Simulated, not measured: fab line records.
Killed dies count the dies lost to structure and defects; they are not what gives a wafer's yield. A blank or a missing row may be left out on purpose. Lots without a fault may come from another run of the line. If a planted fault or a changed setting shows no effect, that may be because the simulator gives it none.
The same fault as seen by 3 desks :: flow n5_finfet :: only its own numbers are on each desk; what lay behind them is given at the end

== FROM THE METROLOGY DESK ==
Lot by lot, what the gauges showed, no matter which tool ran the lot: averages of those sampled wafers that carry a number. Marked OUT: a lot whose mean sits more than 4 standard deviations from the usual mean, which makes it out of limits; the brackets give that distance. Readings shown: 7 of its 12, picked as those furthest out on some lot.
Columns: A = cd_nm at N5_SDB_CD_MEAS_11, usual 50.1 nm; B = SDB_OVL at N5_SDB_OVL_MEAS_12, usual 0.1 nm; C = DIBL_N at N5_BEOL_M4_RC_MEAS_101, usual 36.5 mV/V; D = DIBL_P at N5_BEOL_M4_RC_MEAS_101, usual 36.5 mV/V; E = ION_N at N5_BEOL_M4_RC_MEAS_101, usual 672 uA/um; F = VT_N at N5_BEOL_M4_RC_MEAS_101, usual 250 mV; G = VT_P at N5_BEOL_M4_RC_MEAS_101, usual -250.5 mV
lot: L562
first seen here: day 5 12:46
A: 48.4
B: -0.2
C: 35.3
D: 35.5
E: 664
F: 252
G: -251.4

lot: L567
first seen here: day 6 18:52
A: 51.5
B: 0.6
C: 38.0
D: 36.8
E: 691
F: 246
G: -247.9

lot: L570
first seen here: day 7 14:14
A: 50.0
B: 0.8
C: 33.8
D: 35.7
E: 668
F: 250
G: -254.6

lot: L572
first seen here: day 7 23:13
A: 50.2
B: -1.0
C: 35.4
D: 33.4
E: 668
F: 253
G: -255.6

lot: L573
first seen here: day 8 05:04
A: 49.0
B: 0.6
C: 36.3
D: 35.0
E: 666
F: 253
G: -248.2

lot: L575
first seen here: day 8 18:40
A: 49.3
B: 0.5
C: 37.1
D: 37.4
E: 667
F: 251
G: -253.4

lot: L576
first seen here: day 9 00:49
A: 48.4
B: 0.1
C: 36.9
D: 37.5
E: 680
F: 248
G: -249.3
This desk's finding: nothing out of limits on any of the 7 lots.

== THE DEFECT DESK ==
Inspection counts along the route, by lot: the mean over sampled wafers that carry a number. Marked OUT: a lot whose mean sits more than 4 standard deviations from the usual mean, which makes it out of limits; the brackets give that distance.
Columns: A = raw_defect_count at N5_SDB_INSPECT_13, usual 82
lot: L562
first seen here: day 5 12:50
A: 97

lot: L567
first seen here: day 6 18:56
A: 61

lot: L570
first seen here: day 7 14:18
A: 97

lot: L572
first seen here: day 7 23:16
A: 64

lot: L573
first seen here: day 8 05:07
A: 66

lot: L575
first seen here: day 8 18:43
A: 80

lot: L576
first seen here: day 9 00:52
A: 81
This desk's finding: nothing out of limits on any of the 7 lots.

== TOOL OWNER'S DESK, rie_diel-06 ==
The tool's own readings at N5_SDB_ETCH_18 (etches SOC in N2/H2, target depth 100 nm, overetch 20 nm, time 150 s): means of the sampled wafers that have a number, for each lot that ran on this tool. Marked OUT: a lot whose mean sits more than 4 standard deviations from the usual mean, which makes it out of limits; the brackets give that distance.
Columns: A = drypump_motor_current_A at N5_SDB_ETCH_18, usual 5.8 A; B = n2_flow_sccm at N5_SDB_ETCH_18, usual 200.1 sccm; C = oes_product_au at N5_SDB_ETCH_18, usual 0.69 a.u.; D = rf_vpp_V at N5_SDB_ETCH_18, usual 523.1 V; E = showerhead_plenum_p_Torr at N5_SDB_ETCH_18, usual 2.52 Torr; F = throttle_valve_pct at N5_SDB_ETCH_18, usual 17.85 %
lot: L562
first seen here: day 5 12:56
A: 5.5
B: 200.8
C: 0.72
D: 523.8
E: 2.54
F: 17.68

lot: L567
first seen here: day 6 19:08
A: 5.7
B: 200.1
C: 0.66
D: 522.4
E: 2.51
F: 17.93

lot: L570
first seen here: day 7 14:24
A: 5.8
B: 199.4
C: 0.60
D: 526.2
E: 2.62
F: 18.00

lot: L572
first seen here: day 7 23:23
A: 5.6
B: 200.3
C: 0.68
D: 522.0
E: 2.45
F: 17.91

lot: L575
first seen here: day 8 18:49
A: 5.6
B: 200.7
C: 0.68
D: 520.5
E: 2.45
F: 17.92
This desk's finding: nothing out of limits on any of the 5 lots.

== ALL TOGETHER ==
The metrology desk saw nothing out of limits.
Nothing out of limits was seen by the defect desk.
Nothing out of limits was seen by the tool owner's desk.

== WHAT THE SIMULATOR PUT IN ==
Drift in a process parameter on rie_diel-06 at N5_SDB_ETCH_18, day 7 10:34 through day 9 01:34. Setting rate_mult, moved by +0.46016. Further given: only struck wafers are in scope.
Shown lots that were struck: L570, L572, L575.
